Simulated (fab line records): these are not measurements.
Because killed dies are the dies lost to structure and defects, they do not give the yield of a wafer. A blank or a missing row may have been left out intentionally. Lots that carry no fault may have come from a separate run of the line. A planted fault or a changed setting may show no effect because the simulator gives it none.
8D (eight disciplines) problem report, filled in by code || flow n5Finfet || the parts of the form that need people (team, actions taken, sign-off) are left out

## 1. WHAT IS WRONG
biasW at N5_MIM_BOT_ETCH_ETCH_00 reads a mean of 142.1 W on 3 wafers of 2 lots; wafers without a fault read 126.0 W with a standard deviation of 0.4. That puts it +40 standard deviations away from the usual mean.
The step: etches TiN in Cl2/BCl3, target depth 45.5 nm.
The first sign was on wafer L953.2 at day 15 11:44, on rieMetal-01. The record has a number at this step for 18 wafers belonging to 6 lots. By rule, "out" or "out of limits" means more than 4 standard deviations away from the usual mean. The other wafers with a number count as sound.

## 2. WHAT THIS IS AND IS NOT
{"question": "which readings at this step", "is": "biasW", "is not": "drypumpMotorCurrentA, oesProductAu, throttleValvePct"}
{"question": "which lots", "is": "L953, L954", "is not": "L941, L945, L957, L961"}
{"question": "which wafers of those lots", "is": "L953.2, L953.3, L954.3", "is not": "L953.5, L954.2, L954.6"}
{"question": "read on which tools", "is": "rieMetal-01", "is not": "rieMetal-02"}
{"question": "when", "is": "from day 15 11:44", "is not": "up to then (7 sound wafers); but 8 sound wafers of L954, L957, L961 came after"}

## 3. WHAT RULES OUT EACH SUSPECT
Counting: a tool at a process step up to the reading stays a suspect if it ran every lot that is out. Sound lots after the first of them don't rule it out here, since some wafers of a struck lot are sound.
- rieMetal-01 at N5_MIM_BOT_ETCH_ETCH_03 (etches the open film in Cl2/BCl3, target depth 12 nm): kept. Ran every lot that is out, first one L953 (day 15 11:38); last sound lot up to then L941 (day 12 12:28).
- rieMetal-01 at N5_MIM_BOT_ETCH_ETCH_00 (etches TiN in Cl2/BCl3, target depth 45.5 nm): kept. Ran every lot that is out, first one L953 (day 15 11:44); last sound lot up to then L941 (day 12 12:35). On those wafers its own readings are out: biasW.
- The sound lot-mates ran in chamber 0 of rieMetal-01 at N5_MIM_BOT_ETCH_ETCH_03, but the wafers that are out ran in chamber 1.
- The sound lot-mates ran in chamber 0 of rieMetal-01 at N5_MIM_BOT_ETCH_ETCH_00, but the wafers that are out ran in chamber 1.
The count leaves rieMetal-01 at N5_MIM_BOT_ETCH_ETCH_00 and rieMetal-01 at N5_MIM_BOT_ETCH_ETCH_03.

## 4. THE CAUSE (what the simulator had put in)
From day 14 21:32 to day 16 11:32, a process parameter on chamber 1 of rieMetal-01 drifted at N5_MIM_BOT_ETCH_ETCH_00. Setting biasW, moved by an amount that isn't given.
This tool is one of the 2 suspects left after counting.

## 5. SEQUENCE OF EFFECTS, ordered by route
Rows list readings where the struck wafers' mean (over those with a number) sits beyond 3 standard deviations from the usual. Readings are gone through only where the record gives a usual standard deviation; hours: the median, over the lots, of the time from a lot's start at the first step in this table giving one to that lot's start at this step; sigmas: the change measured in usual standard deviations.
{"hours": 0, "step": "N5_MIM_BOT_ETCH_ETCH_00", "reading": "biasW", "usual": "126.0 W", "on struck wafers": 142.1, "change": "+16.1", "sigmas": "+40"}
Its process steps:
- N5_MIM_BOT_ETCH_ETCH_00: etches TiN in Cl2/BCl3, target depth 45.5 nm.

## 6. HOW IT WOULD HAVE BEEN CAUGHT EARLIER
14 hours passed between the start of the fault at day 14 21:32 and the first reading out of limits in this record, taken at day 15 11:44.
